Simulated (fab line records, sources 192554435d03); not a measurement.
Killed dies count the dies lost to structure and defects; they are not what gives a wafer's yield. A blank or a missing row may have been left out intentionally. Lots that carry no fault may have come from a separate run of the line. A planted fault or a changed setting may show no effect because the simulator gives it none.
What tool caused it? + flow n5Finfet + 72 wafers from 24 lots sampled at 6 of the route's 1938 steps

WHAT THE GAUGES SHOWED, per wafer
N5_BEOL_M11_CD_MEAS_18: pitch 140 nm, target cd 70 nm. Usual: cdNm reads 69.6 nm (standard deviation 0.7).
| lot  | measured     | on       | cdNm (nm)      | flag |
|------|--------------|----------|----------------|------|
| L076 | day 12 07:41 | cdSem-02 | 69.6 70.3 68.8 |      |
| L074 | day 12 09:44 | cdSem-03 | 69.5 69.9 69.3 |      |
| L075 | day 12 09:55 | cdSem-02 | 69.4 70.1 69.9 |      |
| L077 | day 12 15:45 | cdSem-02 | 69.8 69.7 68.2 |      |
| L078 | day 12 23:59 | cdSem-03 | 69.4 71.0 69.3 |      |
| L079 | day 13 10:37 | cdSem-03 | 69.3 69.2 68.5 |      |
| L081 | day 13 12:44 | cdSem-01 | 69.1 69.4 68.6 |      |
| L080 | day 13 13:16 | cdSem-03 | 69.0 70.4 68.1 |      |
| L085 | day 13 23:25 | cdSem-03 | 69.2 69.4 70.7 |      |
| L082 | day 13 23:28 | cdSem-01 | 70.8 70.7 70.1 |      |
| L083 | day 14 04:42 | cdSem-02 | 70.4 70.0 68.4 |      |
| L084 | day 14 18:50 | cdSem-02 | 70.1 69.9 69.0 |      |
| L087 | day 15 01:01 | cdSem-03 | 69.0 70.1 68.8 |      |
| L089 | day 15 04:27 | cdSem-01 | 71.2 69.8 69.1 |      |
| L086 | day 15 04:42 | cdSem-02 | 70.3 71.6 69.7 |      |
| L088 | day 15 16:03 | cdSem-03 | 69.9 69.7 69.7 |      |
| L090 | day 15 17:42 | cdSem-01 | 69.0 70.3 71.3 |      |
| L092 | day 16 18:50 | cdSem-01 | 69.6 69.4 68.4 |      |
| L091 | day 16 18:59 | cdSem-03 | 70.9 69.7 70.5 |      |
| L094 | day 17 02:16 | cdSem-01 | 70.0 68.8 69.7 |      |
| L095 | day 17 03:23 | cdSem-01 | 70.1 69.6 69.7 |      |
| L096 | day 17 03:33 | cdSem-03 | 70.3 68.2 68.3 |      |
| L093 | day 17 05:24 | cdSem-02 | 69.5 68.8 70.2 |      |
| L097 | day 17 18:20 | cdSem-02 | 69.6 69.2 69.0 |      |

N5_BEOL_M11_CD_MEAS_28: the cd target is 70 nm. Usual: cdNm reads 69.9 nm (standard deviation 1.1).
| lot  | measured     | on       | cdNm (nm)      | flag |
|------|--------------|----------|----------------|------|
| L076 | day 12 07:58 | cdSem-01 | 71.1 70.5 71.6 |      |
| L074 | day 12 13:14 | cdSem-03 | 68.7 69.1 69.6 |      |
| L075 | day 12 13:04 | cdSem-03 | 69.1 70.1 70.3 |      |
| L077 | day 12 17:04 | cdSem-03 | 69.4 71.0 70.8 |      |
| L078 | day 13 00:32 | cdSem-02 | 70.6 70.6 70.3 |      |
| L079 | day 13 13:41 | cdSem-01 | 69.0 69.7 67.7 |      |
| L081 | day 13 13:32 | cdSem-03 | 69.7 70.1 70.2 |      |
| L080 | day 13 13:55 | cdSem-01 | 68.7 68.6 67.4 |      |
| L085 | day 14 02:28 | cdSem-02 | 70.9 71.3 71.1 |      |
| L082 | day 14 02:38 | cdSem-03 | 68.9 68.6 70.9 |      |
| L083 | day 14 08:31 | cdSem-02 | 71.1 72.0 71.2 |      |
| L084 | day 14 20:44 | cdSem-03 | 71.2 69.5 70.8 |      |
| L087 | day 15 02:21 | cdSem-02 | 71.5 70.5 70.6 |      |
| L089 | day 15 04:57 | cdSem-01 | 68.1 68.4 68.6 |      |
| L086 | day 15 05:13 | cdSem-03 | 70.0 70.5 70.2 |      |
| L088 | day 15 22:42 | cdSem-01 | 69.5 71.0 70.4 |      |
| L090 | day 15 22:32 | cdSem-01 | 70.6 69.7 69.8 |      |
| L092 | day 16 21:18 | cdSem-01 | 70.4 70.9 70.4 |      |
| L091 | day 16 21:28 | cdSem-01 | 68.1 69.7 68.9 |      |
| L094 | day 17 03:55 | cdSem-01 | 68.0 68.4 69.4 |      |
| L095 | day 17 03:45 | cdSem-03 | 69.5 69.5 68.5 |      |
| L096 | day 17 04:05 | cdSem-02 | 69.4 68.8 69.7 |      |
| L093 | day 17 05:41 | cdSem-03 | 71.0 71.9 72.5 |      |
| L097 | day 17 21:11 | cdSem-03 | 69.1 70.6 70.7 |      |

N5_BEOL_M12_THK_MEAS_50: measures by xrf. Usual: for M12_THK the level is 321 nm and the standard deviation is 4.9.
| lot  | measured     | on           | M12_THK (nm) | flag |
|------|--------------|--------------|--------------|------|
| L076 | day 12 18:49 | filmMetro-01 | 325 325 326  |      |
| L074 | day 12 21:46 | filmMetro-02 | 325 328 326  |      |
| L075 | day 12 20:33 | filmMetro-02 | 328 331 331  |      |
| L077 | day 13 01:13 | filmMetro-01 | 319 320 317  |      |
| L078 | day 13 09:08 | filmMetro-01 | 313 321 312  |      |
| L079 | day 14 01:06 | filmMetro-02 | 322 326 325  |      |
| L081 | day 13 22:54 | filmMetro-01 | 321 322 324  |      |
| L080 | day 14 01:10 | filmMetro-01 | 323 327 325  |      |
| L085 | day 14 13:41 | filmMetro-02 | 322 323 321  |      |
| L082 | day 14 14:26 | filmMetro-01 | 321 320 321  |      |
| L083 | day 14 19:19 | filmMetro-02 | 323 317 321  |      |
| L084 | day 15 04:16 | filmMetro-01 | 314 318 316  |      |
| L087 | day 15 09:31 | filmMetro-01 | 317 317 312  |      |
| L089 | day 15 14:02 | filmMetro-01 | 312 313 314  |      |
| L086 | day 15 15:20 | filmMetro-01 | 321 324 321  |      |
| L088 | day 16 10:41 | filmMetro-02 | 321 326 324  |      |
| L090 | day 16 10:25 | filmMetro-02 | 329 332 326  |      |
| L092 | day 17 05:50 | filmMetro-01 | 317 320 317  |      |
| L091 | day 17 06:05 | filmMetro-01 | 323 325 316  |      |
| L094 | day 17 13:13 | filmMetro-02 | 322 323 321  |      |
| L095 | day 17 11:43 | filmMetro-01 | 318 325 323  |      |
| L096 | day 17 14:14 | filmMetro-01 | 314 313 316  |      |
| L093 | day 17 14:42 | filmMetro-01 | 318 316 319  |      |
| L097 | day 18 07:00 | filmMetro-01 | 318 318 321  |      |

EACH LOT AND THE TOOL THAT RAN IT (in order: tool; ch and the chambers of the sampled wafers; start)
| lot  | N5_BEOL_M11_STRIP_19              | N5_BEOL_M11_ETCH_65               | N5_BEOL_M11_DEGAS_44        |
|------|-----------------------------------|-----------------------------------|-----------------------------|
| L076 | rieDiel-02 ch 1,3, day 12 07:37   | rieDiel-04 ch 0,1, day 12 08:05   | pvdSputter-01, day 12 09:11 |
| L074 | rieDiel-04 ch 1,2,3, day 12 09:40 | rieDiel-04 ch 1,2, day 12 13:31   | pvdSputter-02, day 12 14:29 |
| L075 | rieDiel-04 ch 0,1,3, day 12 09:51 | rieDiel-02 ch 0,1,2, day 12 13:11 | pvdSputter-02, day 12 14:10 |
| L077 | rieDiel-06 ch 0,3, day 12 15:41   | rieDiel-06 ch 0,1, day 12 17:11   | pvdSputter-03, day 12 18:11 |
| L078 | rieDiel-04 ch 1,2,3, day 12 23:55 | rieDiel-06 ch 1,2,3, day 13 00:40 | pvdSputter-01, day 13 02:01 |
| L079 | rieDiel-04 ch 0,1, day 13 10:32   | rieDiel-06 ch 0,2,3, day 13 13:50 | pvdSputter-01, day 13 14:59 |
| L081 | rieDiel-04 ch 1,2, day 13 12:40   | rieDiel-02 ch 2,3, day 13 13:39   | pvdSputter-03, day 13 14:54 |
| L080 | rieDiel-06 ch 1,2,3, day 13 13:11 | rieDiel-04 ch 0,1, day 13 14:02   | pvdSputter-01, day 13 15:17 |
| L085 | rieDiel-04 ch 1,2, day 13 23:21   | rieDiel-02 ch 0,1,3, day 14 02:35 | pvdSputter-03, day 14 03:47 |
| L082 | rieDiel-04 ch 0,1, day 13 23:24   | rieDiel-04 ch 0,2,3, day 14 02:46 | pvdSputter-02, day 14 04:29 |
| L083 | rieDiel-06 ch 0,1, day 14 04:38   | rieDiel-02 ch 0,1,2, day 14 08:56 | pvdSputter-01, day 14 10:08 |
| L084 | rieDiel-02 ch 0,3, day 14 18:46   | rieDiel-02 ch 1,2, day 14 20:52   | pvdSputter-03, day 14 22:23 |
| L087 | rieDiel-02 ch 0,1,3, day 15 00:56 | rieDiel-06 ch 0,3, day 15 02:28   | pvdSputter-01, day 15 03:38 |
| L089 | rieDiel-06 ch 0,1,3, day 15 04:23 | rieDiel-02 ch 0,1,3, day 15 05:09 | pvdSputter-01, day 15 06:47 |
| L086 | rieDiel-02 ch 0,1, day 15 04:38   | rieDiel-04 ch 0,2,3, day 15 05:20 | pvdSputter-03, day 15 06:58 |
| L088 | rieDiel-06 ch 0,1,2, day 15 15:59 | rieDiel-06 ch 0,1, day 15 23:13   | pvdSputter-02, day 16 02:11 |
| L090 | rieDiel-04 ch 0,3, day 15 17:38   | rieDiel-02 ch 0,1,3, day 15 23:07 | pvdSputter-03, day 16 02:11 |
| L092 | rieDiel-02 ch 0,3, day 16 18:46   | rieDiel-02 ch 0,1,2, day 16 21:27 | pvdSputter-03, day 16 22:32 |
| L091 | rieDiel-02 ch 0,1,2, day 16 18:55 | rieDiel-06 ch 2,3, day 16 21:35   | pvdSputter-03, day 16 22:53 |
| L094 | rieDiel-04 ch 0,1,2, day 17 02:12 | rieDiel-04 ch 0,1, day 17 04:02   | pvdSputter-01, day 17 05:13 |
| L095 | rieDiel-02 ch 1,2,3, day 17 03:19 | rieDiel-06 ch 0,3, day 17 03:52   | pvdSputter-02, day 17 04:55 |
| L096 | rieDiel-02 ch 0,1,3, day 17 03:29 | rieDiel-02 ch 0,1,3, day 17 04:27 | pvdSputter-01, day 17 05:49 |
| L093 | rieDiel-06 ch 0,3, day 17 05:19   | rieDiel-02 ch 0,1,2, day 17 05:48 | pvdSputter-01, day 17 07:07 |
| L097 | rieDiel-04 ch 0,1,3, day 17 18:16 | rieDiel-04 ch 0,1, day 17 21:18   | pvdSputter-01, day 17 22:28 |
- N5_BEOL_M11_STRIP_19: strips in O2.
- N5_BEOL_M11_ETCH_65: etches SiARC in CF4, target depth 39 nm, time 65 s.
- N5_BEOL_M11_DEGAS_44: time 60 s.

WHAT THE TOOLS THEMSELVES READ (means of the sampled wafers that have a number; where no wafer has one, the mark that the record gives instead)
N5_BEOL_M11_STRIP_19. Usual: drypumpMotorCurrentA 5.8 A, standard deviation 0.59; oesProductAu 0.77 a.u., standard deviation 0.066; rfVppV 3.7 V, standard deviation 0.6; showerheadPlenumPTorr 2.07 Torr, standard deviation 0.062; throttleValvePct 16.74 %, standard deviation 0.2.
| lot  | tool       | drypumpMotorCurrentA (A) | oesProductAu (a.u.) | rfVppV (V) | showerheadPlenumPTorr (Torr) | throttleValvePct (%) | flag |
|------|------------|--------------------------|---------------------|------------|------------------------------|----------------------|------|
| L076 | rieDiel-02 | 6.5                      | 0.75                | 4.3        | 2.12                         | 16.63                |      |
| L074 | rieDiel-04 | 5.3                      | 0.75                | 4.1        | 2.05                         | 16.82                |      |
| L075 | rieDiel-04 | 5.6                      | 0.83                | 4.1        | 2.06                         | 16.73                |      |
| L077 | rieDiel-06 | 6.0                      | 0.82                | 4.0        | 2.12                         | 16.62                |      |
| L078 | rieDiel-04 | 5.3                      | 0.76                | 4.6        | 2.05                         | 16.83                |      |
| L079 | rieDiel-04 | 5.4                      | 0.84                | 4.2        | 2.09                         | 16.72                |      |
| L081 | rieDiel-04 | 5.1                      | 0.77                | 3.1        | 2.08                         | 16.80                |      |
| L080 | rieDiel-06 | 5.5                      | 0.71                | 3.7        | 2.08                         | 16.88                |      |
| L085 | rieDiel-04 | 5.1                      | 0.77                | 3.5        | 2.08                         | 16.82                |      |
| L082 | rieDiel-04 | 5.4                      | 0.83                | 3.6        | 2.09                         | 16.71                |      |
| L083 | rieDiel-06 | 6.2                      | 0.74                | 4.1        | 2.15                         | 16.90                |      |
| L084 | rieDiel-02 | 6.3                      | 0.78                | 3.5        | 2.05                         | 16.90                |      |
| L087 | rieDiel-02 | 6.2                      | 0.75                | 3.3        | 2.10                         | 16.69                |      |
| L089 | rieDiel-06 | 5.8                      | 0.74                | 3.6        | 2.12                         | 16.82                |      |
| L086 | rieDiel-02 | 5.7                      | 0.77                | 3.5        | 2.13                         | 16.51                |      |
| L088 | rieDiel-06 | 6.1                      | 0.74                | 3.7        | 2.09                         | 16.85                |      |
| L090 | rieDiel-04 | 5.7                      | 0.78                | 3.8        | 2.02                         | 16.80                |      |
| L092 | rieDiel-02 | 6.3                      | 0.77                | 3.6        | 2.05                         | 16.92                |      |
| L091 | rieDiel-02 | 6.1                      | 0.75                | 3.8        | 2.09                         | 16.57                |      |
| L094 | rieDiel-04 | 5.4                      | 0.86                | 3.9        | 2.13                         | 16.64                |      |
| L095 | rieDiel-02 | 6.6                      | 0.73                | 3.5        | 2.06                         | 16.75                |      |
| L096 | rieDiel-02 | 6.2                      | 0.75                | 3.1        | 2.09                         | 16.72                |      |
| L093 | rieDiel-06 | 5.9                      | 0.78                | 4.0        | 2.11                         | 16.69                |      |
| L097 | rieDiel-04 | 5.6                      | 0.78                | 3.2        | 2.05                         | 16.78                |      |

N5_BEOL_M11_ETCH_65. Usual: drypumpMotorCurrentA 5.9 A, standard deviation 0.61; etchRfOnTimeS 65.2 s, standard deviation 2; oesProductAu 0.66 a.u., standard deviation 0.057; rfVppV 183.9 V, standard deviation 1.1; showerheadPlenumPTorr 2.12 Torr, standard deviation 0.058; throttleValvePct 15.65 %, standard deviation 0.21.
| lot  | tool       | drypumpMotorCurrentA (A) | etchRfOnTimeS (s) | oesProductAu (a.u.) | rfVppV (V) | showerheadPlenumPTorr (Torr) | throttleValvePct (%) | flag |
|------|------------|--------------------------|-------------------|---------------------|------------|------------------------------|----------------------|------|
| L076 | rieDiel-04 | 5.4                      | 63.9              | 0.73                | 184.3      | 2.14                         | 15.60                |      |
| L074 | rieDiel-04 | 5.1                      | 64.6              | 0.67                | 183.6      | 2.11                         | 15.65                |      |
| L075 | rieDiel-02 | 6.1                      | 65.2              | 0.66                | 183.7      | 2.15                         | 15.42                |      |
| L077 | rieDiel-06 | 6.3                      | 64.5              | 0.70                | 184.9      | 2.18                         | 15.62                |      |
| L078 | rieDiel-06 | 5.5                      | 65.9              | 0.61                | 184.0      | 2.12                         | 15.85                |      |
| L079 | rieDiel-06 | 5.7                      | 64.8              | 0.66                | 183.0      | 2.11                         | 15.69                |      |
| L081 | rieDiel-02 | 6.7                      | 64.9              | 0.67                | 182.4      | 2.07                         | 15.81                |      |
| L080 | rieDiel-04 | 5.7                      | 63.3              | 0.74                | 184.5      | 2.12                         | 15.61                |      |
| L085 | rieDiel-02 | 6.2                      | 64.3              | 0.67                | 185.3      | 2.14                         | 15.58                |      |
| L082 | rieDiel-04 | 5.6                      | 66.2              | 0.65                | 183.5      | 2.06                         | 15.73                |      |
| L083 | rieDiel-02 | 6.1                      | 65.7              | 0.65                | 184.2      | 2.14                         | 15.44                |      |
| L084 | rieDiel-02 | 6.4                      | 64.4              | 0.62                | 185.0      | 2.16                         | 15.45                |      |
| L087 | rieDiel-06 | 5.4                      | 67.0              | 0.63                | 183.6      | 2.14                         | 15.69                |      |
| L089 | rieDiel-02 | 6.2                      | 64.8              | 0.65                | 184.0      | 2.13                         | 15.62                |      |
| L086 | rieDiel-04 | 5.6                      | 65.8              | 0.65                | 183.1      | 2.06                         | 15.75                |      |
| L088 | rieDiel-06 | 6.2                      | 65.4              | 0.62                | 184.7      | 2.18                         | 15.85                |      |
| L090 | rieDiel-02 | 6.2                      | 64.0              | 0.65                | 184.6      | 2.13                         | 15.62                |      |
| L092 | rieDiel-02 | 6.1                      | 65.8              | 0.64                | 183.9      | 2.13                         | 15.47                |      |
| L091 | rieDiel-06 | 5.4                      | 66.2              | 0.61                | 182.7      | 2.07                         | 15.84                |      |
| L094 | rieDiel-04 | 5.7                      | 64.7              | 0.70                | 183.2      | 2.11                         | 15.65                |      |
| L095 | rieDiel-06 | 6.0                      | 66.2              | 0.65                | 183.7      | 2.15                         | 15.60                |      |
| L096 | rieDiel-02 | 6.2                      | 64.0              | 0.64                | 184.4      | 2.13                         | 15.65                |      |
| L093 | rieDiel-02 | 6.1                      | 65.4              | 0.64                | 184.6      | 2.13                         | 15.48                |      |
| L097 | rieDiel-04 | 5.4                      | 63.7              | 0.69                | 183.8      | 2.12                         | 15.68                |      |

N5_BEOL_M11_DEGAS_44. Usual: heaterPowerW reads 318 W (standard deviation 37).
| lot  | tool          | heaterPowerW (W) | flag |
|------|---------------|------------------|------|
| L076 | pvdSputter-01 | 345              |      |
| L074 | pvdSputter-02 | 335              |      |
| L075 | pvdSputter-02 | 314              |      |
| L077 | pvdSputter-03 | 299              |      |
| L078 | pvdSputter-01 | 331              |      |
| L079 | pvdSputter-01 | 312              |      |
| L081 | pvdSputter-03 | 305              |      |
| L080 | pvdSputter-01 | 311              |      |
| L085 | pvdSputter-03 | 311              |      |
| L082 | pvdSputter-02 | 288              |      |
| L083 | pvdSputter-01 | 345              |      |
| L084 | pvdSputter-03 | 318              |      |
| L087 | pvdSputter-01 | 329              |      |
| L089 | pvdSputter-01 | 316              |      |
| L086 | pvdSputter-03 | 318              |      |
| L088 | pvdSputter-02 | 321              |      |
| L090 | pvdSputter-03 | 323              |      |
| L092 | pvdSputter-03 | 315              |      |
| L091 | pvdSputter-03 | 323              |      |
| L094 | pvdSputter-01 | 347              |      |
| L095 | pvdSputter-02 | 320              |      |
| L096 | pvdSputter-01 | 317              |      |
| L093 | pvdSputter-01 | 340              |      |
| L097 | pvdSputter-01 | 308              |      |

THE ANSWER, worked out from the rows above alone
Rule: a lot counts as off when the mean over its wafers that have a number is more than 3 standard deviations away from the usual mean. A lot without any number at a reading at which 4 lots or more have one is off too. All remaining lots with rows at the step are treated as sound. First the gauges in route order, then the tools' own readings, where a lot's mean is used as printed above. The first step at which some lot is off is used, and at that step the reading that is off furthest; a lot without a number counts as furthest.
Across all readings shown, no lot is off: no conclusion can be drawn from this.

WHAT HAD BEEN PUT IN BY THE SIMULATOR
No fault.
